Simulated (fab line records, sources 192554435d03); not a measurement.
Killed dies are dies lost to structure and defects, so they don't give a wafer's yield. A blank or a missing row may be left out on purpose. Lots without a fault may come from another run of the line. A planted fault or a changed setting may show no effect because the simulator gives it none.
fab line records | flow n5_finfet
record lots=6 wafers=18 last_day=19
route steps=1938 shown BEOL_M4@1069
lots that met no fault: from a run of the same line without faults
start_h: hours from the record's first day to the start of the lot's first wafer shown | wait_h: hours since the lot's step before | " the same as in the row above | L1.1+2: a row that stands for several wafers | - no value, or no start given | * or withheld: withheld | < > ~ a bound
route shown NAME@n: a module of which the file shows steps, and the number in the route of the first | usual: mean/standard deviation of fault-free wafers | same: alike in all rows | chamber/n: place in a boat | sites: the reading at each site | _std_site: their standard deviation | _edge_site: outer sites' mean less inner sites' | radius_mm: how far each site lies from the wafer's centre | mask NAME#n: copy n | behind: the tool/chamber that last shaped the wafer | hold: why the lot was held/for how many hours/how that ended | device: the transistor (n, p or np) that didn't switch | end of line: the same wafers' tests at the end of the route | a step without rows: its recipe alone | killed: dies lost to structure and defects at the first sort, not the wafer's yield | map: a wafer's dies, x killed, . not, _ none there
set.NAME: the setting as run; set.NAME@STEP: as run at that earlier step | model.NAME: the simulator's own value behind a step, which no gauge read
lots at some steps of the route; a table a step, a row a wafer
services: from which hour (start_h, from the record's first day; less than 0 if before it) a tool's chamber was out of use, for how many hours, and why
## steps
# step N5_BEOL_M4_STRIP_36
# recipe chemistry=N2/H2 power_w=450 temp_c=40 pressure_mtorr=20 rf_frequency_hz=6e+07 overash_fraction=0.3 bias_power_w=7 h2_frac=0.5 n2_flow_sccm=200 h2_flow_sccm=200
# usual drypump_motor_current_A=5.9/0.41 oes_product_au=0.79/0.076 rf_vpp_V=59.4/1.5 showerhead_plenum_p_Torr=2.57/0.11 throttle_valve_pct=23.68/0.25
# columns lot.wafer tool chamber start_h wait_h drypump_motor_current_A oes_product_au rf_hours_counter_h rf_vpp_V showerhead_plenum_p_Torr throttle_valve_pct
L791.1 rie_diel-03 0 178.74 0.0 5.7 0.70 236 58.9 2.38 23.73
L791.3 " 3 " " 5.4 0.84 43 61.2 2.70 23.40
L791.6 " 1 " " 5.9 0.85 - 57.0 2.56 23.51
L808.1 rie_diel-03 3 283.45 0.0 5.4 0.80 88 59.8 2.68 23.46
L808.2 " 1 " " 5.8 0.78 99 61.2 2.54 23.57
L808.6 " 1 " " 5.8 0.79 - 59.9 2.54 23.57
L807.1 rie_diel-04 3 315.41 0.0 5.3 0.82 72 59.5 2.46 23.13
L807.4 " 2 " " 6.3 0.69 244 60.8 2.39 23.95
L807.5 " 0 " " 6.3 0.88 - 59.9 2.46 23.24
L810.2 rie_diel-02 3 319.81 0.0 6.4 0.83 89 58.7 2.58 24.02
L810.3 " 2 " " 6.0 0.75 183 58.3 2.63 23.48
L810.6 " 1 " " 6.2 0.82 - 61.6 2.70 23.60
L800.1 rie_diel-03 3 321.11 0.0 5.4 0.78 97 60.0 2.68 23.51
L800.2 " 1 " " 5.9 0.78 108 58.3 2.54 23.58
L800.6 " 0 " " 5.7 0.93 - 61.0 2.69 23.50
L811.2 rie_diel-02 2 334.73 0.0 6.0 0.75 186 59.5 2.63 23.48
L811.4 " 1 " " 6.2 0.83 64 60.1 2.70 23.60
L811.5 " 0 " " 6.4 0.69 - 57.0 2.40 24.04
# step N5_BEOL_M4_TRENCH_ETCH_37
# recipe chemistry=C4F6/O2 target_depth_a=555.55 target=SiOC time_s=29.2 ion_energy_ev=250 pressure_mtorr=30 source_w=355 bias_w=185 Ar_flow_sccm=300 C4F6_flow_sccm=10 O2_flow_sccm=10
# usual drypump_motor_current_A=5.9/0.41 mfc_ar_sccm=300.1/0.89 oes_product_au=0.79/0.078 rf_vpp_V=676/12 showerhead_plenum_p_Torr=2.88/0.12 throttle_valve_pct=20.89/0.22
# columns lot.wafer tool chamber start_h wait_h drypump_motor_current_A mfc_ar_sccm oes_product_au rf_hours_counter_h rf_vpp_V showerhead_plenum_p_Torr throttle_valve_pct
L791.1 rie_diel-03 0 - - 5.7 299.7 0.69 236 649 2.69 21.02
L791.3 " 3 " " 5.4 299.3 0.85 44 691 3.00 20.50
L791.6 " 1 " " 5.9 300.6 0.83 - 665 2.91 21.23
L808.1 rie_diel-03 3 - - 5.4 300.8 0.80 88 690 2.98 20.58
L808.2 " 1 " " 5.9 301.1 0.78 99 663 2.89 21.27
L808.6 " 1 " " 5.9 299.3 0.79 - 663 2.89 21.28
L807.1 rie_diel-04 3 - - 5.3 299.2 0.83 72 655 2.77 20.59
L807.4 " 2 " " 6.3 299.3 0.69 244 670 2.69 21.32
L807.5 " 0 " " 6.2 300.7 0.87 - 673 2.77 20.56
L810.2 rie_diel-02 3 - - 6.4 300.7 0.81 89 665 2.88 20.93
L810.3 " 2 " " 6.0 300.0 0.75 183 679 2.97 20.95
L810.6 " 1 " " 6.2 299.7 0.82 - 674 3.00 20.64
L800.1 rie_diel-03 3 - - 5.4 300.2 0.80 97 690 2.97 20.58
L800.2 " 1 " " 5.9 300.1 0.77 108 663 2.89 21.29
L800.6 " 0 " " 5.7 300.9 0.95 - 660 3.01 20.70
L811.2 rie_diel-02 2 - - 6.0 299.9 0.76 186 680 2.97 20.93
L811.4 " 1 " " 6.2 300.2 0.82 64 675 3.00 20.66
L811.5 " 0 " " 6.4 300.0 0.68 - 687 2.70 21.13
# step N5_BEOL_M4_ETCH_41
# recipe chemistry=CH3F/O2 target=SiCN target_depth_a=299 taper_deg=2 time_s=52.5 ion_energy_ev=120 mask_material=TiN pressure_mtorr=30 source_w=395 bias_w=75 Ar_flow_sccm=150 CH3F_flow_sccm=30 O2_flow_sccm=20
# step N5_BEOL_M4_STRIP_97
# recipe chemistry=N2/H2 time_s=10 power_w=450 temp_c=40 pressure_mtorr=20 rf_frequency_hz=6e+07 bias_power_w=7 n2_flow_sccm=200 h2_flow_sccm=200
# usual drypump_motor_current_A=5.9/0.41 oes_product_au=0.79/0.077 rf_vpp_V=59.2/0.89 showerhead_plenum_p_Torr=2.57/0.11 throttle_valve_pct=23.69/0.25
# columns lot.wafer tool chamber start_h wait_h drypump_motor_current_A oes_product_au rf_hours_counter_h rf_vpp_V showerhead_plenum_p_Torr throttle_valve_pct
L791.1 rie_diel-03 0 - - 5.7 0.69 236 58.3 2.38 23.72
L791.3 " 3 " " 5.4 0.85 44 58.7 2.70 23.42
L791.6 " 1 " " 5.9 0.85 - 59.9 2.56 23.50
L808.1 rie_diel-03 3 - - 5.4 0.80 88 59.5 2.68 23.48
L808.2 " 1 " " 5.9 0.80 99 59.5 2.54 23.57
L808.6 " 1 " " 5.9 0.80 - 58.9 2.54 23.57
L807.1 rie_diel-04 3 - - 5.3 0.83 72 57.4 2.46 23.14
L807.4 " 2 " " 6.3 0.68 244 58.4 2.39 23.96
L807.5 " 0 " " 6.3 0.88 - 58.6 2.46 23.23
L810.2 rie_diel-02 3 - - 6.4 0.83 89 59.0 2.58 24.03
L810.3 " 2 " " 6.0 0.75 183 61.4 2.63 23.48
L810.6 " 1 " " 6.2 0.82 - 59.5 2.70 23.59
L800.1 rie_diel-03 3 - - 5.4 0.79 97 58.8 2.67 23.48
L800.2 " 1 " " 5.9 0.79 108 58.5 2.54 23.58
L800.6 " 0 " " 5.7 0.94 - 58.9 2.69 23.50
L811.2 rie_diel-02 2 - - 6.0 0.75 186 59.1 2.63 23.51
L811.4 " 1 " " 6.2 0.82 64 60.8 2.70 23.59
L811.5 " 0 " " 6.4 0.69 - 60.0 2.40 24.02
# step N5_BEOL_M4_OCD_MEAS_38
# usual trench_depth_nm=55.5/1.3
# columns lot.wafer tool chamber start_h wait_h trench_depth_nm
L791.1 ocd-01 - 178.94 - 55.1
L791.3 " - " " 55.6
L791.6 " - " " 54.2
L808.1 ocd-01 - 283.65 - 56.3
L808.2 " - " " 54.6
L808.6 " - " " 54.7
L807.1 ocd-02 - 315.61 - 56.8
L807.4 " - " " 55.1
L807.5 " - " " 57.6
L810.2 ocd-01 - 320.01 - 54.5
L810.3 " - " " 57.1
L810.6 " - " " 55.1
L800.1 ocd-02 - 321.30 - 55.6
L800.2 " - " " 53.5
L800.6 " - " " 57.2
L811.2 ocd-02 - 334.92 - 58.2
L811.4 " - " " 55.0
L811.5 " - " " 54.5
# step N5_BEOL_M4_HM_STRIP_39
# recipe chemistry=peroxide_tin_strip material=TiN target_depth_a=250 temp_c=50 time_s=158
# step N5_BEOL_M4_SRD_40
# recipe time_s=30 temp_c=23 rinse_liquid=diw dry=ipa_marangoni
# step N5_BEOL_M4_PRECLEAN_42
# recipe chemistry=residue_remover time_s=60 temp_c=40
# step N5_BEOL_M4_SRD_43
# recipe time_s=30 temp_c=23 rinse_liquid=diw dry=ipa_marangoni
# step N5_BEOL_M4_CD_MEAS_35
# recipe target_cd_nm=18 target_cd_y_nm=22.4 polarity=opening
# usual cd_nm=18.1/0.35
# columns lot.wafer tool chamber start_h wait_h cd_nm
L791.1 cd_sem-03 - 179.09 0.0 18.1
L791.3 " - " " 18.5
L791.6 " - " " 18.3
L808.1 cd_sem-02 - 283.90 0.0 17.9
L808.2 " - " " 18.0
L808.6 " - " " 17.4
L807.1 cd_sem-02 - 315.76 0.0 17.8
L807.4 " - " " 17.9
L807.5 " - " " 18.5
L810.2 cd_sem-03 - 320.16 0.0 17.4
L810.3 " - " " 19.0
L810.6 " - " " 18.1
L800.1 cd_sem-01 - 321.46 0.0 18.3
L800.2 " - " " 18.0
L800.6 " - " " 18.4
L811.2 cd_sem-03 - 335.07 0.0 18.0
L811.4 " - " " 18.8
L811.5 " - " " 18.3
# step N5_BEOL_M4_DEGAS_44
# recipe ambient=vacuum temp_c=250 time_s=60
# usual heater_power_w=338/18
# columns lot.wafer tool chamber start_h wait_h heater_power_w
L791.1 pvd_sputter-01 - 179.17 0.1 317
L791.3 " - " " 343
L791.6 " - " " 351
L808.1 pvd_sputter-03 - 284.27 0.4 326
L808.2 " - " " 366
L808.6 " - " " 330
L807.1 pvd_sputter-01 - 316.14 0.4 343
L807.4 " - " " 327
L807.5 " - " " 353
L810.2 pvd_sputter-03 - 321.08 0.9 348
L810.3 " - " " 354
L810.6 " - " " 341
L800.1 pvd_sputter-02 - 321.60 0.1 324
L800.2 " - " " 322
L800.6 " - " " 305
L811.2 pvd_sputter-03 - 335.39 0.3 355
L811.4 " - " " 354
L811.5 " - " " 359
# step N5_BEOL_M4_PRE_CLEAN_45
# recipe gas=H2/He time_s=30 temp_c=250
# step N5_BEOL_M4_ALD_84
# recipe material=TaN target_thk_a=* temp_c=275 ald_precursor_family=PDMAT ald_co_reactant=NH3 pressure_torr=3 carrier_flow_sccm=1500 pulse_time_s=2 purge_time_s=3 co_reactant_purge_time_s=2 co_reactant_pulse_time_s=3 ald_cycles=30 precursor_vessel_temp_c=75 precursor_vessel_pressure_torr=26.25 precursor_vessel_carrier_sccm=1000
# usual co_reactant_pulse_time_s=3/0 heater_power_w=415/48
# columns lot.wafer tool chamber start_h wait_h co_reactant_pulse_time_s heater_power_w
L791.1 ald_metal-01 2 179.29 0.1 3 419
L791.3 " 1 " " 3 382
L791.6 " 0 " " 3 365
L808.1 ald_metal-02 1 284.37 0.0 3 372
L808.2 " 0 " " 3 424
L808.6 " 3 " " 3 381
L807.1 ald_metal-02 0 316.26 0.1 3 428
L807.4 " 2 " " 3 513
L807.5 " 0 " " 3 419
L810.2 ald_metal-01 0 321.18 0.0 3 356
L810.3 " 3 " " 3 474
L810.6 " 0 " " 2.2403 357
L800.1 ald_metal-01 2 321.75 0.1 3 415
L800.2 " 1 " " 3 385
L800.6 " 3 " " 2.2403 470
L811.2 ald_metal-02 1 335.50 0.0 3 386
L811.4 " 3 " " 3 369
L811.5 " 1 " " 3 380
# step N5_BEOL_M4_SURFACE_TREAT_85
# recipe gas=Ar time_s=* ion_energy_ev=* ion_current_ma_cm2=0.5 pressure_mtorr=* ar_flow_sccm=30
# usual throttle_valve_pct=*
# columns lot.wafer tool chamber start_h wait_h throttle_valve_pct
L791.1 pvd_sputter-01 - 179.59 0.2 *
L791.3 " - " " *
L791.6 " - " " *
L808.1 pvd_sputter-03 - 284.60 0.1 *
L808.2 " - " " *
L808.6 " - " " *
L807.1 pvd_sputter-01 - 316.48 0.1 *
L807.4 " - " " *
L807.5 " - " " *
L810.2 pvd_sputter-03 - 321.50 0.2 *
L810.3 " - " " *
L810.6 " - " " *
L800.1 pvd_sputter-02 - 321.99 0.1 *
L800.2 " - " " *
L800.6 " - " " *
L811.2 pvd_sputter-01 - 335.97 0.4 *
L811.4 " - " " *
L811.5 " - " " *
# step N5_BEOL_M4_RC_MEAS_101
# usual DIBL_N=36.3/1.9 DIBL_P=36.0/2.1 IOFF_N=0.16/0.031 IOFF_P=0.21/0.035 ION_N=675/14 ION_P=464/8.5 SS_N=71.5/0.6 SS_P=73.3/0.72 VT_N=250/3.2 VT_P=-250/3.1
# columns lot.wafer tool chamber start_h wait_h DIBL_N[mV/V] DIBL_P[mV/V] IOFF_N[nA/um] IOFF_P[nA/um] ION_N[uA/um] ION_P[uA/um] SS_N[mV/dec] SS_P[mV/dec] VT_N[mV] VT_P[mV]
L791.1 prober-01 0 182.85 0.0 37.0 39.3 0.19 0.24 691 469 71.5 75.0 243 -250
L791.3 " 0 " " 39.5 42.1 0.25 0.29 700 472 72.5 74.8 242 -249
L791.6 " 0 " " 35.5 37.8 0.18 0.22 704 483 70.8 73.7 244 -250
L808.1 prober-01 0 289.37 0.0 38.2 40.3 0.19 0.22 681 458 71.8 74.0 248 -253
L808.2 " 0 " " 36.4 38.6 0.17 0.20 702 473 72.0 73.6 248 -253
L808.6 " 0 " " 36.3 37.3 0.16 0.18 688 464 71.4 73.4 247 -255
L807.1 prober-01 0 320.86 0.0 35.8 37.3 0.17 0.23 676 462 71.7 73.7 249 -248
L807.4 " 0 " " 35.9 37.6 0.17 0.23 662 460 71.7 74.1 251 -249
L807.5 " 0 " " 36.2 36.0 0.17 0.21 665 456 72.4 73.4 251 -252
L810.2 prober-02 0 324.74 0.2 35.5 35.9 0.15 0.22 698 483 71.4 73.2 249 -250
L810.3 " 0 " " 33.4 33.9 0.11 0.20 652 462 71.5 71.7 255 -248
L810.6 " 0 " " 34.1 34.3 0.13 0.20 683 478 72.3 72.5 253 -250
L800.1 prober-01 0 326.65 0.0 35.8 34.8 0.16 0.22 689 470 71.8 72.6 247 -246
L800.2 " 0 " " 35.5 34.5 0.15 0.20 668 456 72.2 72.9 249 -249
L800.6 " 0 " " 36.1 37.3 0.18 0.26 683 474 71.6 72.8 247 -248
L811.2 prober-01 0 340.83 0.2 36.4 36.4 0.14 0.21 650 452 71.2 72.6 254 -250
L811.4 " 0 " " 35.2 35.1 0.14 0.19 665 461 71.4 72.9 250 -254
L811.5 " 0 " " 36.7 37.6 0.17 0.22 663 457 71.0 73.8 252 -250
## services
# columns tool chamber start_h hours kind
rie_diel-02 1 162.01 21.4 repair
rie_diel-02 3 179.16 26.0 repair
rie_diel-04 - 181.13 14.6 pm
ald_metal-02 0 184.41 9.5 repair
rie_diel-03 0 229.05 - clean
rie_diel-03 0 229.05 - consumable_replace:focus_ring
rie_diel-03 0 229.05 - consumable_replace:showerhead
rie_diel-03 0 229.05 21.1 scheduled_down
rie_diel-03 0 229.05 21.1 vent_cycle
ald_metal-01 - 231.08 2.8 pm
rie_diel-03 - 246.82 1.1 repair
rie_diel-04 0 253.23 8.6 repair
pvd_sputter-01 - 273.00 6.9 repair
rie_diel-04 - 273.54 1.3 repair
pvd_sputter-01 - 303.61 2.6 repair
rie_diel-03 2 318.77 - clean
rie_diel-03 2 318.77 - consumable_replace:focus_ring
rie_diel-03 2 318.77 18.0 scheduled_down
rie_diel-03 2 318.77 18.0 vent_cycle
ald_metal-01 1 328.35 30.4 repair
rie_diel-04 2 335.69 - clean
rie_diel-04 2 335.69 - consumable_replace:focus_ring
rie_diel-04 2 335.69 - consumable_replace:showerhead
rie_diel-04 2 335.69 20.3 scheduled_down
## key
first_sign step=N5_BEOL_M4_ALD_84 reading=co_reactant_pulse_time_s direction=down sigmas=99+ usual=* struck=*
effect none on later readings
met_at N5_BEOL_M4_ALD_84
struck_wafers L800.6,L810.6
onset_between 179.29 321.18
fault kind=process_parameter_drift tool=ald_metal-01 chamber=- onset_h=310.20 steps=N5_BEOL_M4_ALD_84 channel=co_reactant_pulse_time_s offset=* shape=step end_h=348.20 scope=struck_wafers_only acts_in=* stated=*
